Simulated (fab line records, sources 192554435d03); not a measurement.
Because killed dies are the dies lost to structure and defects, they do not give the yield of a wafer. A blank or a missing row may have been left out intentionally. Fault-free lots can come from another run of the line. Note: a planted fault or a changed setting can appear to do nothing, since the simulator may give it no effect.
fab line records	flow n5-finfet	part 1 of 2: steps 1 to 18 of 30
record: lots: 5	wafers: 15	last-day: 18
route steps=1938 shown GATE_CUT@499 MOL_CONTACT_COAG@517
lots that met no fault: taken from a fault-free run of the same line
start-h: the number of hours between the record's first day and the start of the first shown wafer of the lot	wait-h: hours since the lot's step before	" same as the row above	L1.1+2: a row that stands for several wafers	- no value present, or no start provided	* or withheld: withheld	< > ~ a bound
route shown NAME@n: a module of which the file shows steps, and the number in the route of the first	usual: mean/standard deviation taken from wafers without a fault	same: alike in all rows	chamber/n: place in a boat	sites: each site's reading	_std_site: how widely they spread, as a standard deviation	_edge_site: mean of outer sites minus mean of inner sites	radius-mm: how far each site lies from the wafer's centre	mask NAME#n: copy n	behind: the tool/chamber that last shaped the wafer	hold: why the lot was held/for how many hours/how that ended	device: the transistor (n, p or np) that didn't switch	end of line: the tests these same wafers got at the end of their route	a step given without rows: its recipe and nothing more	killed: not the wafer's yield, but the dies lost to structure and defects at the first sort	map: a wafer's dies, marking killed ones x, the rest . and places with no die _
set.NAME: the setting that was run; set.NAME@STEP: the one run at that earlier step	model.NAME: the simulator's own value behind a step, which no gauge read
lots seen at some steps along the route; tables by step, rows by wafer
services: when a tool's chamber went out of use (start-h, in hours from the record's first day, below 0 if earlier), for how many hours, and the reason
== steps ==
step: N5_GATE_CUT_ETCH_19
recipe: chemistry: CH3F/O2	target: SiNx	mask-material: SiO2	target-depth-a: 537	time-s: 76.7	pressure-mtorr: 30	source-w: 395	bias-w: 73	Ar_flow_sccm: 150	CH3F_flow_sccm: 30	O2_flow_sccm: 20	ion-energy-ev: 120	ends: cleared
usual: O2_flow_sccm: 20.00/0.057	chamber-pressure-mTorr: 29.998/0.029	drypump-motor-current-A: 5.9/0.37	etch-rf-on-time-s: 77.3/1.3	oes_ar_750_au: 0.77/0.063	oes-product-au: 0.66/0.058	rf-vpp-V: 299/3.9	showerhead-plenum-p-Torr: 2.00/0.067	throttle-valve-pct: 16.55/0.17
lot.wafer	tool	chamber	start-h	wait-h	O2_flow_sccm	chamber-pressure-mTorr	drypump-motor-current-A	etch-rf-on-time-s	oes_ar_750_au	oes-product-au	rf-hours-counter-h	rf-vpp-V	showerhead-plenum-p-Torr	throttle-valve-pct
L077.2	rie-diel-03	1	103.14	0.0	19.94	29.969	6.1	78.2	0.77	0.64	153	299	2.02	16.45
L077.3	"	2	"	"	19.97	30.002	6.1	79.3	0.73	0.61	202	298	2.07	16.60
L077.6	"	0	"	"	20.02	29.979	5.9	76.4	0.82	0.71	-	300	2.04	16.40
L090.1	rie-diel-06	2	181.42	0.0	19.94	29.955	5.5	75.2	0.73	0.61	239	296	1.90	16.66
L090.4	"	3	"	"	20.04	29.996	5.9	77.7	0.83	0.71	80	297	1.95	16.43
L090.6	"	2	"	"	20.07	29.933	5.5	75.8	0.73	0.61	-	294	1.90	16.64
L092.1	rie-diel-03	2	194.42	0.0	20.08	29.965	6.1	78.8	0.72	0.61	220	298	2.06	16.63
L092.3	"	1	"	"	20.03	30.040	6.1	77.5	0.75	0.64	167	298	2.01	16.47
L092.6	"	3	"	"	19.98	30.036	5.6	77.7	0.73	0.62	-	291	1.99	16.48
L096.1	rie-diel-03	2	218.27	0.0	19.97	30.035	6.1	79.4	0.71	0.60	227	297	2.06	16.64
L096.3	"	0	"	"	20.10	30.034	5.9	75.2	0.80	0.69	101	301	2.03	16.45
L096.6	"	1	"	"	19.92	30.021	6.1	78.1	0.75	0.63	-	297	2.01	16.48
L091.1	rie-diel-06	3	224.94	0.0	20.01	29.972	6.0	79.4	0.81	0.69	97	298	1.94	16.46
L091.2	"	1	"	"	20.06	30.003	6.3	77.1	0.75	0.65	169	304	2.08	16.75
L091.6	"	1	"	"	20.00	30.011	6.3	77.2	0.75	0.64	-	305	2.08	16.72
step: N5_GATE_CUT_CUT_ETCH_53
recipe: chemistry: SF6/Cl2	target: W	mask-material: SiO2	target-depth-a: 792	pressure-mtorr: 8	icp-w: 900	bias-w: 80	SF6_flow_sccm: 40	Cl2_flow_sccm: 60	ends: cleared
usual: chamber-pressure-mTorr: 8.000/0.0069	drypump-motor-current-A: 5.6/0.44	etch-rf-on-time-s: 26.7/0.74	oes-product-au: 0.65/0.07	throttle-valve-pct: 28.7/0.32
lot.wafer	tool	chamber	start-h	wait-h	chamber-pressure-mTorr	drypump-motor-current-A	etch-rf-on-time-s	oes-product-au	rf-hours-counter-h	throttle-valve-pct
L077.2	rie-metal-01	1	103.27	0.1	8.007	5.7	27.1	0.69	-	28.5
L077.3	"	1	"	"	7.978	5.7	26.9	0.70	-	28.5
L077.6	"	1	"	"	7.985	5.7	27.1	0.68	-	28.5
L090.1	rie-metal-02	1	181.53	0.1	7.990	6.5	25.5	0.62	99	28.4
L090.4	"	1	"	"	8.006	6.5	25.4	0.62	-	28.4
L090.6	"	0	"	"	8.005	5.2	26.5	0.62	-	28.4
L092.1	rie-metal-02	1	194.52	0.1	8.005	6.5	25.7	0.62	100	28.4
L092.3	"	0	"	"	7.995	5.2	26.7	0.62	-	28.4
L092.6	"	1	"	"	8.003	6.5	25.6	0.62	-	28.4
L096.1	rie-metal-02	0	218.37	0.1	8.002	5.2	26.4	0.62	87	28.4
L096.3	"	0	"	"	8.005	5.1	26.6	0.61	-	28.4
L096.6	"	0	"	"	7.997	5.1	26.6	0.61	-	28.4
L091.1	rie-metal-03	0	225.04	0.1	7.994	5.8	27.7	0.54	120	29.0
L091.2	"	1	"	"	8.005	4.9	25.8	0.73	23	29.0
L091.6	"	1	"	"	7.999	4.9	25.8	0.74	-	29.0
step: N5_GATE_CUT_CUT_ETCH_54
recipe: chemistry: Cl2/BCl3	target: TiN	mask-material: SiO2	target-depth-a: 967	pressure-mtorr: 10	icp-w: 1000	bias-w: 126	Cl2_flow_sccm: 53.25	bcl3-flow-sccm: 21.75	Ar_flow_sccm: 25	ends: cleared
usual: bcl3-flow-sccm: 21.75/0.057	chamber-pressure-mTorr: 10.001/0.0085	drypump-motor-current-A: 5.6/0.44	etch-rf-on-time-s: 37.3/1.1	oes_ar_750_au: 0.71/0.075	oes-product-au: 0.65/0.069	throttle-valve-pct: 22.09/0.3
lot.wafer	tool	chamber	start-h	wait-h	bcl3-flow-sccm	chamber-pressure-mTorr	drypump-motor-current-A	etch-rf-on-time-s	oes_ar_750_au	oes-product-au	rf-hours-counter-h	throttle-valve-pct
L077.2	rie-metal-01	1	103.39	0.1	21.71	10.009	5.7	38.0	0.76	0.69	-	21.81
L077.3	"	1	"	"	21.82	10.006	5.7	38.1	0.76	0.69	-	21.80
L077.6	"	1	"	"	21.78	9.998	5.6	38.0	0.76	0.69	-	21.78
L090.1	rie-metal-02	1	181.59	0.0	21.78	10.010	6.5	36.0	0.70	0.61	99	21.94
L090.4	"	1	"	"	21.77	10.004	6.5	35.8	0.70	0.62	-	21.92
L090.6	"	0	"	"	21.71	10.000	5.1	37.5	0.68	0.62	-	22.01
L092.1	rie-metal-02	1	194.58	0.0	21.67	9.996	6.5	35.7	0.70	0.62	100	21.93
L092.3	"	0	"	"	21.78	10.006	5.1	36.6	0.68	0.63	-	21.98
L092.6	"	1	"	"	21.68	10.005	6.5	35.7	0.71	0.62	-	21.92
L096.1	rie-metal-02	0	218.43	0.0	21.72	10.005	5.2	37.6	0.67	0.62	87	22.01
L096.3	"	0	"	"	21.66	10.006	5.2	37.7	0.67	0.61	-	22.01
L096.6	"	0	"	"	21.72	9.996	5.2	37.7	0.67	0.60	-	22.03
L091.1	rie-metal-03	0	225.10	0.0	21.75	10.023	5.7	38.4	0.58	0.54	120	22.51
L091.2	"	1	"	"	21.75	10.014	4.9	35.4	0.81	0.74	23	22.14
L091.6	"	1	"	"	21.74	10.002	4.9	35.4	0.80	0.74	-	22.14
step: N5_GATE_CUT_CUT_ETCH_55
recipe: chemistry: BCl3	target: HfO2	mask-material: SiO2	target-depth-a: 32	ion-energy-ev: 30	pressure-mtorr: 5	icp-w: 450	bias-w: 18	bcl3-flow-sccm: 80
usual: bcl3-flow-sccm: 79.99/0.24	chamber-pressure-mTorr: 5.000/0.0047	drypump-motor-current-A: 5.6/0.44	oes-product-au: 0.72/0.074	throttle-valve-pct: 32.7/0.31
lot.wafer	tool	chamber	start-h	wait-h	bcl3-flow-sccm	chamber-pressure-mTorr	drypump-motor-current-A	oes-product-au	rf-hours-counter-h	throttle-valve-pct
L077.2	rie-metal-01	1	103.50	0.1	80.45	5.005	5.7	0.77	-	32.6
L077.3	"	1	"	"	80.29	5.008	5.7	0.77	-	32.6
L077.6	"	1	"	"	79.88	4.998	5.7	0.78	-	32.6
L090.1	rie-metal-02	1	181.65	0.0	80.21	5.002	6.4	0.67	99	32.4
L090.4	"	1	"	"	79.95	5.003	6.5	0.67	-	32.4
L090.6	"	0	"	"	79.74	5.006	5.1	0.68	-	32.3
L092.1	rie-metal-02	1	194.64	0.0	79.45	4.998	6.5	0.68	100	32.4
L092.3	"	0	"	"	80.02	4.997	5.2	0.69	-	32.3
L092.6	"	1	"	"	79.56	5.007	6.5	0.68	-	32.4
L096.1	rie-metal-02	0	218.49	0.0	80.40	4.996	5.1	0.68	87	32.3
L096.3	"	0	"	"	80.01	5.003	5.1	0.67	-	32.3
L096.6	"	0	"	"	80.25	4.994	5.1	0.67	-	32.3
L091.1	rie-metal-03	0	225.16	0.0	79.76	4.991	5.7	0.61	120	33.1
L091.2	"	1	"	"	79.90	4.998	4.9	0.81	23	32.9
L091.6	"	1	"	"	80.08	5.002	4.9	0.81	-	32.9
step: N5_GATE_CUT_ETCH_47
recipe: chemistry: Cl2/BCl3	target: SiO2	target-depth-a: 100	pressure-mtorr: 10	icp-w: 1000	bias-w: 126	Cl2_flow_sccm: 53.25	bcl3-flow-sccm: 21.75	Ar_flow_sccm: 25
usual: bcl3-flow-sccm: 21.76/0.065	chamber-pressure-mTorr: 10.001/0.0094	drypump-motor-current-A: 5.6/0.44	oes_ar_750_au: 0.71/0.075	oes-product-au: 0.72/0.073	throttle-valve-pct: 22.61/0.29
lot.wafer	tool	chamber	start-h	wait-h	bcl3-flow-sccm	chamber-pressure-mTorr	drypump-motor-current-A	oes_ar_750_au	oes-product-au	rf-hours-counter-h	throttle-valve-pct
L077.2	rie-metal-01	1	103.56	0.1	21.70	9.996	5.7	0.76	0.77	-	22.33
L077.3	"	1	"	"	21.76	9.986	5.7	0.76	0.77	-	22.33
L077.6	"	1	"	"	21.76	10.004	5.7	0.76	0.77	-	22.32
L090.1	rie-metal-02	1	181.68	0.0	21.79	10.017	6.5	0.71	0.67	99	22.47
L090.4	"	1	"	"	21.69	9.999	6.5	0.70	0.68	-	22.46
L090.6	"	0	"	"	21.70	10.003	5.1	0.68	0.69	-	22.52
L092.1	rie-metal-02	1	194.67	0.0	21.76	10.000	6.5	0.71	0.67	100	22.46
L092.3	"	0	"	"	21.74	9.975	5.2	0.68	0.68	-	22.52
L092.6	"	1	"	"	21.77	9.997	6.5	0.70	0.67	-	22.47
L096.1	rie-metal-02	0	218.52	0.0	21.67	9.999	5.1	0.67	0.68	87	22.53
L096.3	"	0	"	"	21.59	9.996	5.1	0.67	0.67	-	22.54
L096.6	"	0	"	"	21.64	9.999	5.2	0.67	0.67	-	22.52
L091.1	rie-metal-03	0	225.19	0.0	21.68	9.990	5.8	0.59	0.61	120	23.02
L091.2	"	1	"	"	21.98	9.997	4.9	0.80	0.81	23	22.70
L091.6	"	1	"	"	21.82	9.994	4.9	0.81	0.82	-	22.72
step: N5_GATE_CUT_VAPOR_ETCH_48
recipe: chemistry: BCl3/Cl2	target: TiN	mode: isotropic
usual: drypump-motor-current-A: 5.6/0.44	oes-product-au: 0.72/0.07
lot.wafer	tool	chamber	start-h	wait-h	drypump-motor-current-A	oes-product-au
L077.2	rie-metal-01	1	103.62	0.1	5.7	0.77
L077.3	"	1	"	"	5.7	0.77
L077.6	"	1	"	"	5.8	0.77
L090.1	rie-metal-02	1	181.71	0.0	6.4	0.68
L090.4	"	1	"	"	6.5	0.68
L090.6	"	0	"	"	5.1	0.69
L092.1	rie-metal-02	1	194.70	0.0	6.5	0.68
L092.3	"	0	"	"	5.2	0.68
L092.6	"	1	"	"	6.5	0.67
L096.1	rie-metal-02	0	218.55	0.0	5.1	0.68
L096.3	"	0	"	"	5.1	0.68
L096.6	"	0	"	"	5.1	0.68
L091.1	rie-metal-03	0	225.22	0.0	5.7	0.62
L091.2	"	1	"	"	5.0	0.80
L091.6	"	1	"	"	4.9	0.80
step: N5_GATE_CUT_VAPOR_ETCH_49
recipe: chemistry: BCl3/Cl2	target: TiAlC	mode: isotropic
usual: drypump-motor-current-A: 5.6/0.44	oes-product-au: 0.72/0.07
lot.wafer	tool	chamber	start-h	wait-h	drypump-motor-current-A	oes-product-au
L077.2	rie-metal-01	1	103.68	0.1	5.7	0.78
L077.3	"	1	"	"	5.7	0.78
L077.6	"	1	"	"	5.7	0.78
L090.1	rie-metal-02	1	181.74	0.0	6.5	0.67
L090.4	"	1	"	"	6.5	0.67
L090.6	"	0	"	"	5.1	0.69
L092.1	rie-metal-02	1	194.73	0.0	6.5	0.67
L092.3	"	0	"	"	5.1	0.68
L092.6	"	1	"	"	6.5	0.67
L096.1	rie-metal-02	0	218.58	0.0	5.1	0.68
L096.3	"	0	"	"	5.1	0.68
L096.6	"	0	"	"	5.2	0.69
L091.1	rie-metal-03	0	225.25	0.0	5.8	0.62
L091.2	"	1	"	"	4.9	0.80
L091.6	"	1	"	"	4.9	0.81
step: N5_GATE_CUT_VAPOR_ETCH_51
recipe: chemistry: BCl3/Cl2	target: HfO2	mode: isotropic
usual: drypump-motor-current-A: 5.6/0.43	oes-product-au: 0.72/0.069
lot.wafer	tool	chamber	start-h	wait-h	drypump-motor-current-A	oes-product-au
L077.2	rie-metal-01	1	103.74	0.1	5.7	0.77
L077.3	"	1	"	"	5.7	0.78
L077.6	"	1	"	"	5.7	0.78
L090.1	rie-metal-02	1	181.77	0.0	6.5	0.69
L090.4	"	1	"	"	6.5	0.68
L090.6	"	0	"	"	5.1	0.69
L092.1	rie-metal-02	1	194.76	0.0	6.5	0.68
L092.3	"	0	"	"	5.1	0.68
L092.6	"	1	"	"	6.5	0.68
L096.1	rie-metal-02	0	218.61	0.0	5.2	0.68
L096.3	"	0	"	"	5.2	0.67
L096.6	"	0	"	"	5.1	0.68
L091.1	rie-metal-03	0	225.28	0.0	5.8	0.62
L091.2	"	1	"	"	4.9	0.79
L091.6	"	1	"	"	4.9	0.80
step: N5_GATE_CUT_STRIP_21
recipe: chemistry: N2/H2	time-s: 30	power-w: 1000	temp-c: 250	pressure-mtorr: withheld	n2-flow-sccm: 1750	h2-flow-sccm: 3250
usual: drypump-motor-current-A: 5.36/0.27	heater-power-w: 354/15
same: time-s: 30
lot.wafer	tool	chamber	start-h	wait-h	drypump-motor-current-A	heater-power-w	rf-hours-counter-h
L077.2	plasma-asher-01	0	103.84	0.1	5.45	331	42
L077.3	"	1	"	"	5.68	365	-
L077.6	"	1	"	"	5.68	363	-
L090.1	plasma-asher-01	0	181.82	0.0	5.46	333	58
L090.4	"	0	"	"	5.45	344	-
L090.6	"	0	"	"	5.48	350	-
L092.1	plasma-asher-02	1	194.82	0.0	5.15	371	99
L092.3	"	0	"	"	4.95	351	-
L092.6	"	0	"	"	4.97	357	-
L096.1	plasma-asher-01	0	218.66	0.0	5.47	329	66
L096.3	"	1	"	"	5.66	355	-
L096.6	"	1	"	"	5.71	362	-
L091.1	plasma-asher-02	1	225.33	0.0	5.15	367	105
L091.2	"	0	"	"	4.96	355	105
L091.6	"	0	"	"	4.99	358	-
step: N5_GATE_CUT_STRIP_29
recipe: chemistry: post-etch-residue-remover	time-s: 60	temp-c: 25	remover-ph: withheld	remover-water-wt-pct: withheld	remover-fluoride-wt-pct: withheld
same: time-s: 60
lot.wafer	tool	chamber	start-h	wait-h
L077.2+3+6	wet-bench-02	5,7,6	103.93	0.1
L090.1+4+6	wet-bench-01	5,0,7	181.91	0.1
L092.1+3+6	wet-bench-02	6,0,5	194.90	0.1
L096.1+3+6	wet-bench-01	5,7,6	218.75	0.1
L091.1+2+6	wet-bench-04	5,4,7	225.42	0.1
step: N5_GATE_CUT_SRD_52
recipe: dry: ipa-marangoni	time-s: 30	temp-c: 23	rinse-liquid: diw
same: time-s: 30
lot.wafer	tool	chamber	start-h	wait-h
L077.2+3+6	wet-bench-02	5,7,6	103.95	0.0
L090.1+4+6	wet-bench-01	5,0,7	181.93	0.0
L092.1+3+6	wet-bench-02	6,0,5	194.92	0.0
L096.1+3+6	wet-bench-01	5,7,6	218.77	0.0
L091.1+2+6	wet-bench-04	5,4,7	225.44	0.0
step: N5_GATE_CUT_ALD_22
recipe: material: SiNx	target-thk-a: 160	temp-c: 400	ald-precursor-family: SiH2I2	ald-co-reactant: N2/H2-plasma	pulse-time-s: 1	ald-cycles: 320	purge-time-s: 2	co-reactant-purge-time-s: 2	pressure-torr: 2
usual: heater-power-w: 859/61	precursor-pulse-height-rel: 1.000/0.019	susceptor-temp-C: 399.97/0.24
lot.wafer	tool	chamber	start-h	wait-h	heater-power-w	precursor-pulse-height-rel	susceptor-temp-C
L077.2	ald-sin-01	0	103.99	0.0	950	1.027	400.20
L077.3	"	3	"	"	867	0.954	399.30
L077.6	"	3	"	"	891	1.016	400.23
L090.1	ald-sin-01	2	181.98	0.0	1025	1.008	399.62
L090.4	"	3	"	"	887	1.022	399.88
L090.6	"	1	"	"	801	0.983	399.94
L092.1	ald-sin-02	1	195.29	0.4	859	0.988	400.04
L092.3	"	3	"	"	853	1.021	399.86
L092.6	"	0	"	"	902	0.998	399.92
L096.1	ald-sin-02	0	218.82	0.0	906	1.020	399.76
L096.3	"	3	"	"	852	0.972	399.82
L096.6	"	2	"	"	783	0.973	399.66
L091.1	ald-sin-03	1	225.49	0.0	805	1.009	400.06
L091.2	"	2	"	"	811	1.024	399.83
L091.6	"	3	"	"	843	0.985	399.86
step: N5_GATE_CUT_CMP_23
recipe: stop-on: SiO2	t-overpolish-s: 23.4	post-cmp-clean: alkaline-brush	down-force-psi: 2.5	platen-rpm: 51.8	pad-velocity-m-s: 1.0307	target-thk-nm: 16
usual: motor-current-A: 9.2/0.91	overpolish-run-s: 23.401/0.0092	time-to-endpoint-s: 18.4/2.2
lot.wafer	tool	chamber	start-h	wait-h	motor-current-A	overpolish-run-s	time-to-endpoint-s
L077.2	cmp-03	1	105.56	0.8	9.3	23.396	18.8
L077.3	"	2	"	"	8.9	23.409	19.5
L077.6	"	3	"	"	8.8	23.413	13.6
L090.4	cmp-02	3	183.47	0.8	9.1	23.397	16.6
L090.1	"	1	"	"	10.9	23.407	17.3
L090.6	"	3	"	"	8.8	23.409	17.7
L092.1	cmp-01	1	196.78	0.8	8.0	23.412	19.7
L092.3	"	0	"	"	10.3	23.382	23.7
L092.6	"	1	"	"	7.4	23.390	21.1
L096.3	cmp-02	2	220.40	0.9	8.8	23.394	17.6
L096.1	"	0	"	"	8.7	23.389	15.1
L096.6	"	2	"	"	9.3	23.391	17.7
L091.2	cmp-01	3	226.98	0.8	7.9	23.397	17.4
L091.1	"	0	"	"	10.3	23.413	17.2
L091.6	"	3	"	"	8.2	23.412	19.4
step: N5_GATE_CUT_THK_MEAS_24
recipe: reads: SiO2_of_GATE_CUT_HM_DEP_46+SiO2_flowable_of_ILD0_FCVD_FILL_01
usual: GC_FILL_THK: 220.4/2
lot.wafer	tool	chamber	start-h	wait-h	GC_FILL_THK[nm]
L077.2	film-metro-02	-	105.78	-	221.2
L077.3	"	-	"	"	218.5
L077.6	"	-	"	"	221.6
L090.1	film-metro-02	-	183.76	-	220.5
L090.4	"	-	"	"	221.9
L090.6	"	-	"	"	221.8
L092.1	film-metro-02	-	197.07	-	216.7
L092.3	"	-	"	"	220.1
L092.6	"	-	"	"	222.8
L096.1	film-metro-02	-	220.66	-	219.2
L096.3	"	-	"	"	218.6
L096.6	"	-	"	"	219.7
L091.1	film-metro-01	-	227.28	-	220.7
L091.2	"	-	"	"	218.4
L091.6	"	-	"	"	223.6
step: N5_GATE_CUT_CMP_43
recipe: material: SiO2	post-cmp-clean: rinse-only
usual: motor-current-A: 12.3/1.2
lot.wafer	tool	chamber	start-h	wait-h	motor-current-A
L077.2	cmp-02	3	105.81	0.0	12.0
L077.3	"	0	"	"	11.8
L077.6	"	3	"	"	12.0
L090.1	cmp-02	0	183.79	0.0	11.4
L090.4	"	1	"	"	13.6
L090.6	"	0	"	"	12.7
L092.1	cmp-02	3	197.10	0.0	11.6
L092.3	"	1	"	"	13.2
L092.6	"	0	"	"	11.7
L096.3	cmp-01	0	220.77	0.1	13.6
L096.1	"	1	"	"	10.5
L096.6	"	3	"	"	10.9
L091.2	cmp-03	3	227.30	0.0	11.3
L091.1	"	1	"	"	13.1
L091.6	"	0	"	"	11.3
step: N5_GATE_CUT_CMP_61
recipe: stop-on: SiNx	t-overpolish-s: 3	post-cmp-clean: alkaline-brush	down-force-psi: 4	platen-rpm: 27.09	pad-velocity-m-s: 0.539
usual: motor-current-A: 12.3/1.2
lot.wafer	tool	chamber	start-h	wait-h	motor-current-A
L077.2	cmp-02	3	106.29	0.4	12.4
L077.3	"	0	"	"	11.5
L077.6	"	3	"	"	11.9
L090.1	cmp-02	0	184.27	0.4	11.9
L090.4	"	1	"	"	13.8
L090.6	"	0	"	"	12.1
L092.1	cmp-02	3	197.77	0.6	11.8
L092.3	"	1	"	"	14.8
L092.6	"	0	"	"	12.0
L096.3	cmp-01	0	221.20	0.3	14.6
L096.1	"	1	"	"	10.5
L096.6	"	3	"	"	10.6
L091.2	cmp-03	3	227.78	0.4	12.4
L091.1	"	1	"	"	13.0
L091.6	"	0	"	"	11.6
step: N5_GATE_CUT_INSPECT_26
recipe: inspect-instrument: darkfield	mode: post-cmp
usual: raw-defect-count: 41/20
lot.wafer	tool	chamber	start-h	wait-h	raw-defect-count
L077.2	defect-inspect-02	-	106.52	0.0	47
L077.3	"	-	"	"	26
L077.6	"	-	"	"	34
L090.1	defect-inspect-02	-	184.50	0.0	52
L090.4	"	-	"	"	94
L090.6	"	-	"	"	46
L092.1	defect-inspect-01	-	198.01	0.0	48
L092.3	"	-	"	"	58
L092.6	"	-	"	"	19
L096.1	defect-inspect-02	-	221.40	0.0	33
L096.3	"	-	"	"	24
L096.6	"	-	"	"	21
L091.1	defect-inspect-02	-	228.02	0.0	33
L091.2	"	-	"	"	58
L091.6	"	-	"	"	40
step: N5_MOL_CONTACT_COAG_COAT_103
recipe: resist: SOC	temp-c: 250	time-s: 60	spin-rpm: 1500	resist-thk-nm: 80
same: time-s: 60
lot.wafer	tool	chamber	start-h	wait-h
L077.2+3+6	litho-track-01	0	106.55	0.0
L090.1+4+6	litho-track-01	0	184.53	0.0
L092.1+3+6	litho-track-03	0	198.04	0.0
L096.1+3+6	litho-track-02	0	221.43	0.0
L091.1+2+6	litho-track-01	0	228.05	0.0
